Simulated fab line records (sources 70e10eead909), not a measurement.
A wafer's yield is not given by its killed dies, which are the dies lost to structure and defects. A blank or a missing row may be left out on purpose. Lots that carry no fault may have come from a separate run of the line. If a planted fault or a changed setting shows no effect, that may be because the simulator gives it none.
fab line records	flow nandHarc
[record] lots = 12	wafers = 36	lastDay = 30
route steps=1302 shown A_SLIT@939 A_WL_FILL@957 END@1302
lots with no fault: from the same line, run without faults
startH: hours from the record's opening day to when the first of the lot's shown wafers began	waitH: hours from the lot's prior step to this one	" unchanged from the row above	L1.1+2: a row that stands for several wafers	- no value, or no start given	* or withheld: withheld	< > ~ a bound
route shown NAME@n: names a module that has steps shown in the file, with the first one's number in the route	usual: mean/standard deviation of fault-free wafers	same: alike in all rows	chamber/n: place in a boat	sites: per-site readings	_std_site: standard deviation across them	_edge_site: the outer-site mean with the inner-site mean subtracted	radiusMm: how far each site lies from the wafer's centre	mask NAME#n: copy n	behind: the most recent tool/chamber to have shaped the wafer	hold: cause of the lot's hold/its duration in hours/its outcome	device: the n, p or np transistor that did not switch	end of line: the same wafers' tests at the end of the route	for a step that has no rows: nothing shown but its recipe	killed: dies lost to structure and defects at the first sort, not the wafer's yield	map: the dies of a wafer, with x for killed, . for not killed, _ for no die there
set.NAME: the setting that was run; set.NAME@STEP: the one run at that earlier step	model.NAME: the simulator's own value behind a step, which no gauge read
the route's steps for a sample of lots (tables are steps, rows are wafers)
services: from which hour (startH, from the record's first day; less than 0 if before it) a tool's chamber was out of use, for how many hours, and why
[[steps]]
[step NHARC_A_SLIT_ETCH_17]
[recipe] biasV = 900	sourceW = withheld	pressureMtorr = 20	arFlowSccm = 375	c4f8FlowSccm = 83.3	o2FlowSccm = 41.7	timeS = 4254.5	targetDepthA = 2.03e+05	chemistry = C4F8/O2/Ar
[usual] drypumpMotorCurrentA = 5.50/0.26	showerheadPlenumPTorr = 3.69/0.11	throttleValvePct = 32.046/0.0097
lot.wafer	tool	chamber	startH	waitH	drypumpMotorCurrentA	rfHoursCounterH	showerheadPlenumPTorr	throttleValvePct
L197.1	harEtch-02	1	471.61	-	5.06	46	3.69	32.055
L197.4	"	0	473.42	-	5.79	-	3.91	32.060
L197.5	"	1	"	"	5.06	-	3.69	32.056
L199.2	harEtch-01	1	475.76	-	5.49	272	3.64	32.034
L199.4	"	1	476.97	-	5.48	-	3.64	32.056
L199.5	"	0	"	"	5.65	-	3.64	32.052
L200.1	harEtch-02	1	479.63	-	5.06	54	3.68	32.034
L200.2	"	0	"	"	5.77	54	3.91	32.035
L200.6	"	0	482.64	-	5.76	-	3.91	32.049
L201.2	harEtch-01	1	507.50	-	5.50	292	3.63	32.051
L201.4	"	1	508.71	-	5.49	-	3.63	32.040
L201.5	"	1	509.93	-	5.49	-	3.63	32.050
L203.1	harEtch-02	1	522.64	-	5.09	73	3.67	32.027
L203.4	"	1	523.86	-	5.06	-	3.67	32.032
L203.5	"	0	525.68	-	5.78	-	3.90	32.053
L206.1	harEtch-01	0	555.49	-	5.62	319	3.62	32.053
L206.4	"	0	556.70	-	5.64	-	3.62	32.057
L206.5	"	0	557.92	-	5.65	-	3.62	32.047
L209.1	harEtch-02	0	575.29	-	5.75	100	3.88	32.049
L209.2	"	1	"	"	5.05	100	3.66	32.050
L209.3	"	1	577.09	-	5.06	-	3.66	32.058
L207.2	harEtch-01	1	576.25	-	5.49	326	3.61	32.041
L207.3	"	0	"	"	5.65	-	3.61	32.030
L207.6	"	0	578.04	-	5.62	-	3.61	32.059
L208.1	harEtch-01	0	584.57	-	5.66	334	3.61	32.044
L208.4	"	0	585.79	-	5.64	-	3.61	32.048
L208.3	"	1	"	"	5.49	-	3.61	32.051
L212.2	harEtch-01	1	608.31	-	5.48	341	3.60	32.063
L212.4	"	1	609.50	-	5.49	-	3.60	32.077
L212.5	"	1	610.69	-	5.50	-	3.60	32.047
L213.2	harEtch-02	1	608.36	-	5.07	119	3.65	32.049
L213.4	"	1	609.57	-	5.05	-	3.65	32.034
L213.3	"	0	"	"	5.76	-	3.87	32.049
L211.2	harEtch-01	1	612.68	-	5.49	345	3.60	32.039
L211.4	"	1	613.89	-	5.51	-	3.60	32.046
L211.5	"	1	615.09	-	5.49	-	3.60	32.048
[step NHARC_A_SLIT_ETCH_29]
[recipe] targetDepthA = 1000	overetchA = 100	timeS = 55	ionEnergyEv = 100	cf4FlowSccm = 80	o2FlowSccm = 20	arFlowSccm = 0	rfW = 300	biasW = 100	chemistry = CF4/O2
[usual] drypumpMotorCurrentA = 5.7/0.35	oesProductAu = 1.003/0.012	rfVppV = 197.9/1.5	showerheadPlenumPTorr = 1.35/0.061	throttleValvePct = 13.397/0.0083
lot.wafer	tool	chamber	startH	waitH	drypumpMotorCurrentA	oesProductAu	rfHoursCounterH	rfVppV	showerheadPlenumPTorr	throttleValvePct
L197.4	rieDiel-05	1	476.11	0.1	6.3	1.016	3.1	197.3	1.34	13.396
L197.1	"	3	"	"	6.3	1.005	3.4	199.0	1.41	13.386
L197.5	"	2	"	"	6.3	1.010	-	199.6	1.42	13.419
L199.4	rieDiel-13	1	479.69	0.1	6.0	1.025	9.3	198.3	1.35	13.397
L199.2	"	3	"	"	5.5	1.006	7.6	195.4	1.25	13.397
L199.5	"	1	"	"	6.0	1.019	-	198.5	1.35	13.398
L200.1	rieDiel-13	3	484.13	0.1	5.5	1.003	7.7	195.5	1.25	13.399
L200.2	"	2	"	"	5.7	1.021	8.1	197.1	1.39	13.390
L200.6	"	0	"	"	5.8	1.016	-	195.5	1.29	13.404
L201.2	rieDiel-13	3	511.43	0.1	5.5	0.997	8.8	195.9	1.25	13.390
L201.4	"	0	"	"	5.8	0.994	10.0	196.8	1.28	13.387
L201.5	"	3	"	"	5.5	1.004	-	197.3	1.25	13.387
L203.1	rieDiel-01	1	527.17	0.1	5.8	1.007	8.4	199.2	1.40	13.394
L203.4	"	0	"	"	5.5	0.990	9.0	196.6	1.28	13.403
L203.5	"	2	"	"	5.4	0.979	-	199.6	1.39	13.394
L206.4	rieDiel-13	2	559.42	0.1	5.7	0.991	2.8	199.3	1.39	13.407
L206.1	"	3	"	"	5.5	0.998	2.8	195.4	1.25	13.395
L206.5	"	1	"	"	6.0	1.012	-	197.0	1.35	13.393
L209.2	rieDiel-01	1	579.84	0.1	5.7	1.012	1.1	198.7	1.40	13.395
L209.1	"	0	"	"	5.5	0.994	1.3	196.1	1.28	13.380
L209.3	"	0	"	"	5.5	0.993	-	196.9	1.28	13.398
L207.2	rieDiel-05	1	580.13	0.1	6.3	1.012	7.6	198.4	1.34	13.400
L207.3	"	3	"	"	6.3	1.014	8.8	200.7	1.41	13.396
L207.6	"	0	"	"	5.1	0.995	-	199.2	1.40	13.394
L208.3	rieDiel-01	1	589.13	0.1	5.7	1.003	1.5	199.4	1.40	13.391
L208.1	"	2	"	"	5.4	0.998	1.7	199.5	1.39	13.409
L208.4	"	2	"	"	5.4	1.004	-	199.1	1.39	13.393
L212.4	rieDiel-05	0	612.77	0.1	5.1	0.979	2.8	198.6	1.40	13.394
L212.2	"	2	"	"	6.3	0.987	1.8	199.3	1.42	13.411
L212.5	"	0	"	"	5.1	0.976	-	198.5	1.40	13.405
L213.2	rieDiel-01	2	612.91	0.1	5.3	1.001	3.9	198.2	1.38	13.397
L213.3	"	0	"	"	5.5	0.984	4.0	197.1	1.28	13.395
L213.4	"	0	"	"	5.5	0.994	-	196.0	1.28	13.389
L211.2	rieDiel-01	1	616.62	0.1	5.8	0.997	4.7	198.8	1.40	13.404
L211.5	"	2	"	"	5.3	0.987	-	199.5	1.38	13.392
L211.4	"	1	"	"	5.7	0.995	-	198.4	1.40	13.390
[step NHARC_A_WL_FILL_ETCHBACK_04]
[recipe] targetDepthA = 600	timeS = 120	chemistry = NF3
[usual] chamberPressureMTorr = 300.00/0.26	drypumpMotorCurrentA = 5.8/0.46	oesProductAu = 0.995/0.013
lot.wafer	tool	chamber	startH	waitH	chamberPressureMTorr	drypumpMotorCurrentA	oesProductAu	rfHoursCounterH
L197.1	rieMetal-02	1	484.34	0.3	300.19	5.9	0.990	0.3
L197.4	"	1	"	"	300.23	5.9	0.970	-
L197.5	"	0	"	"	300.39	5.9	0.988	-
L199.2	rieMetal-03	0	488.45	0.3	299.90	4.8	1.009	2.1
L199.4	"	0	"	"	299.98	4.8	1.017	-
L199.5	"	1	"	"	299.93	6.3	1.008	-
L200.1	rieMetal-01	0	494.59	0.3	300.21	5.6	1.013	1.7
L200.2	"	1	"	"	300.24	6.0	1.004	1.7
L200.6	"	1	"	"	300.01	6.0	0.996	-
L201.2	rieMetal-01	0	519.95	0.3	300.28	5.6	0.996	2.2
L201.4	"	1	"	"	300.66	6.0	1.001	-
L201.5	"	0	"	"	299.71	5.6	1.006	-
L203.1	rieMetal-01	1	535.98	0.3	299.94	6.0	0.996	2.5
L203.4	"	0	"	"	299.77	5.5	1.010	-
L203.5	"	1	"	"	299.74	6.0	0.998	-
L206.1	rieMetal-02	0	567.95	0.3	299.55	6.0	0.991	2.0
L206.4	"	0	"	"	299.68	6.0	1.003	-
L206.5	"	1	"	"	299.85	5.9	0.990	-
L209.1	rieMetal-01	0	588.61	0.3	300.10	5.6	0.969	0.0
L209.2	"	1	"	"	299.94	6.0	1.003	0.0
L209.3	"	0	"	"	299.79	5.6	0.972	-
L207.2	rieMetal-02	1	588.64	0.3	299.73	5.9	0.986	2.7
L207.3	"	0	"	"	299.84	6.0	1.000	-
L207.6	"	1	"	"	300.27	5.9	0.993	-
L208.1	rieMetal-03	1	598.51	0.3	299.62	6.3	1.006	1.1
L208.4	"	0	"	"	299.61	4.8	1.019	-
L208.3	"	1	"	"	299.92	6.3	1.013	-
L213.2	rieMetal-02	1	621.37	0.3	-	-	-	-
L213.4	"	1	"	"	-	-	-	-
L213.3	"	0	"	"	-	-	-	-
L212.2	rieMetal-03	1	621.47	0.3	-	-	-	-
L212.4	"	1	"	"	-	-	-	-
L212.5	"	1	"	"	-	-	-	-
L211.2	rieMetal-02	0	626.01	0.3	299.72	6.0	0.988	3.2
L211.4	"	0	"	"	299.87	6.0	0.984	-
L211.5	"	0	"	"	300.13	6.0	0.975	-
[step NHARC_A_WL_FILL_ALD_10]
[recipe] targetThkA = 500	pulseTimeS = 10	aldCycles = 500	tempC = 300	material = SiO2
[usual] heaterPowerW = 494/37	precursorPulseHeightRel = 1.001/0.019
lot.wafer	tool	chamber	startH	waitH	heaterPowerW	precursorPulseHeightRel
L197.1	aldHk-03	3	490.73	0.6	563	1.002
L197.4	"	0	"	"	534	0.993
L197.5	"	3	492.82	2.7	558	0.976
L199.4	aldHk-01	0	493.85	0.1	475	0.979
L199.2	"	2	494.88	1.1	524	1.036
L199.5	"	0	495.90	2.1	468	1.009
L200.2	aldHk-04	0	500.95	0.6	476	0.989
L200.1	"	2	501.98	1.6	489	1.007
L200.6	"	0	503.01	2.6	470	1.023
L201.2	aldHk-04	3	526.12	0.1	465	0.977
L201.4	"	2	527.69	1.6	496	0.993
L201.5	"	3	"	"	476	0.971
L203.1	aldHk-04	1	543.48	1.1	424	1.008
L203.4	"	2	"	"	479	1.003
L203.5	"	0	545.04	2.6	479	0.976
L206.4	aldHk-04	0	575.34	0.1	484	0.997
L206.1	"	3	576.89	1.6	459	0.978
L206.5	"	1	577.92	2.6	433	1.011
L209.2	aldHk-03	3	593.89	0.1	541	1.018
L209.1	"	0	"	"	514	1.009
L209.3	"	1	"	"	552	1.014
L207.2	aldHk-01	3	595.67	1.8	533	1.002
L207.3	"	1	596.69	2.9	495	1.019
L207.6	"	2	"	"	535	1.015
L208.3	aldHk-01	1	605.73	0.1	486	1.013
L208.4	"	2	"	"	520	0.971
L208.1	"	3	"	"	538	1.033
L213.2	aldHk-03	0	627.03	0.1	533	1.050
L213.3	"	1	"	"	545	0.990
L213.4	"	3	628.53	1.6	541	1.022
L212.2	aldHk-01	3	627.04	0.1	522	1.022
L212.4	"	1	628.05	1.1	489	1.002
L212.5	"	3	629.07	2.1	509	0.983
L211.4	aldHk-04	0	631.76	0.1	524	0.985
L211.2	"	1	"	"	410	1.006
L211.5	"	1	634.35	2.6	412	0.993
[step NHARC_END_SORT_01]
[recipe] tempC = 25
[usual] killedAtArray = 56/19	killedAtOther = 0.6/1	killedAtPeriphery = 3.9/2.7	killedDies = 61/19	killedOpen = 3.3/1.9	killedShort = 2.4/1.7
[same] grossDies = 677
lot.wafer	tool	chamber	startH	waitH	killedAtArray	killedAtOther	killedAtPeriphery	killedDies	killedOpen	killedShort
L212.2	prober-02	0	716.21	2.8	673	0	4	677	1	3
L212.4	prober-02	0	717.82	3.4	669	1	7	677	2	3
L212.5	prober-02	0	718.62	3.7	673	0	4	677	3	4
L213.2	prober-01	0	718.02	4.7	673	2	2	677	3	3
L213.3	prober-01	0	718.82	5.0	668	5	4	677	7	1
L213.4	prober-01	0	719.62	5.3	670	2	5	677	7	5
// killed by level:class
L212.2 A_WL_FILL:areaEtchback=588 A_SLIT:chamberFilmFlake=31 A_CHANNEL_HOLE_D1:chamberFilmFlake=29 A_CHANNEL_HOLE_D2:chamberFilmFlake=15 A_WL_FILL:chamberFilmFlake=3 P_M2:chamberFilmFlake=2 A_STAIRCASE:chamberFilmFlake=2 A_CHANNEL_HOLE_D1:geometricParticle:short=1
L212.4 A_WL_FILL:areaEtchback=580 A_CHANNEL_HOLE_D1:chamberFilmFlake=38 A_SLIT:chamberFilmFlake=23 A_CHANNEL_HOLE_D2:chamberFilmFlake=20 P_STI:chamberFilmFlake=2 P_CONTACT:chamberFilmFlake=2 A_CONTACT:chamberFilmFlake=2 P_GATE:geometricParticle:short=1
L213.2 A_WL_FILL:areaEtchback=641 A_CHANNEL_HOLE_D1:chamberFilmFlake=16 A_CONTACT:chamberFilmFlake=5 A_CHANNEL_FILL_D1:chamberFilmFlake=2 A_STAIRCASE:chamberFilmFlake=2 A_SLIT:chamberFilmFlake=2 THIN_TSV:chamberFilmFlake=2 P_GATE:geometricParticle:short=1
L212.5 A_WL_FILL:areaEtchback=595 A_CHANNEL_HOLE_D1:chamberFilmFlake=28 A_SLIT:chamberFilmFlake=25 A_CHANNEL_HOLE_D2:chamberFilmFlake=11 A_STAIRCASE:chamberFilmFlake=6 A_ONON_D1:geometricParticle:open=2 A_CHANNEL_FILL_D2:geometricParticle:short=2 P_M2:chamberFilmFlake=2
L213.3 A_WL_FILL:areaEtchback=639 A_CHANNEL_HOLE_D1:chamberFilmFlake=12 A_SLIT:chamberFilmFlake=5 A_STAIRCASE:chamberFilmFlake=4 THIN_TSV:chamberFilmFlake=4 P_M0:geometricParticle:open=3 A_CONTACT:chamberFilmFlake=3 A_DECK1_JOINT:geometricParticle:open=1
L213.4 A_WL_FILL:areaEtchback=647 A_CHANNEL_HOLE_D1:chamberFilmFlake=12 A_CONTACT:chamberFilmFlake=4 A_BLC:geometricParticle:open=2 P_STI:geometricParticle:short=1 P_GATE:geometricParticle:open=1 P_CONTACT:geometricParticle:short=1 P_M0:geometricParticle:short=1
[[services]]
tool	chamber	startH	hours	kind
rieMetal-02	-	454.00	9.0	pm
rieMetal-02	0	454.00	9.0	ventCycle
rieMetal-02	1	454.00	9.0	ventCycle
rieMetal-02	0	463.00	-	clean
rieMetal-02	1	463.00	-	clean
aldHk-01	-	475.46	10.0	pm
rieDiel-05	3	482.70	7.7	repair
rieDiel-05	1	516.05	17.0	repair
rieDiel-13	-	519.00	9.0	pm
rieMetal-03	-	519.00	9.0	pm
rieDiel-13	0	532.90	18.1	repair
rieDiel-01	-	557.82	9.0	pm
aldHk-03	-	568.97	10.0	pm
rieMetal-01	-	575.00	9.0	pm
rieDiel-01	2	578.21	2.9	repair
rieDiel-01	3	579.11	49.0	repair
rieDiel-05	-	583.63	9.0	pm
rieMetal-01	1	600.90	152.8	repair
aldHk-01	-	610.02	1.2	repair
aldHk-04	-	611.54	10.0	pm
rieMetal-03	1	616.77	2.0	repair
rieMetal-01	0	625.12	21.3	repair
rieDiel-13	-	629.98	0.6	repair
rieMetal-02	-	631.00	9.0	pm
[[key]]
[firstSign] step = NHARC_A_WL_FILL_ETCHBACK_04	reading = toolRecord	direction = missing
[effect] step = NHARC_END_SORT_01	reading = killedDies	direction = up	sigmas = 33	usual = 61	struck = 677
[moreKillsBornAt] NHARC_A_WL_FILL_ETCHBACK_04@rieMetal-02 = 1927	NHARC_A_WL_FILL_ETCHBACK_04@rieMetal-03 = 1763
metAt NHARC_A_WL_FILL_ETCHBACK_04
struckLots L212,L213
laterRowsLeftOut L212.2,L212.4,L212.5,L213.2,L213.3,L213.4
testerLeftOut L212,L213
notActingAt NHARC_A_SLIT_ETCH_17,NHARC_A_SLIT_ETCH_29,NHARC_A_WL_FILL_ALD_10
onsetBetween 598.51 621.37
[fault] kind = skippedStepWhole	tool = rieMetal-02,rieMetal-03	chamber = -	onsetH = 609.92	steps = NHARC_A_WL_FILL_ETCHBACK_04	scope = struckLotsOnly
// testerLeftOut: of these lots the tester's yield and bins aren't shown, on N5 and GAA mostly nor the transistor test; their killed dies are dies lost to structure and defects alone, not to doping, threshold or leakage, so they don't give the yield
// laterRowsLeftOut: the simulator's readings of these wafers behind a module that went badly wrong aren't trusted and aren't shown, but for the sort
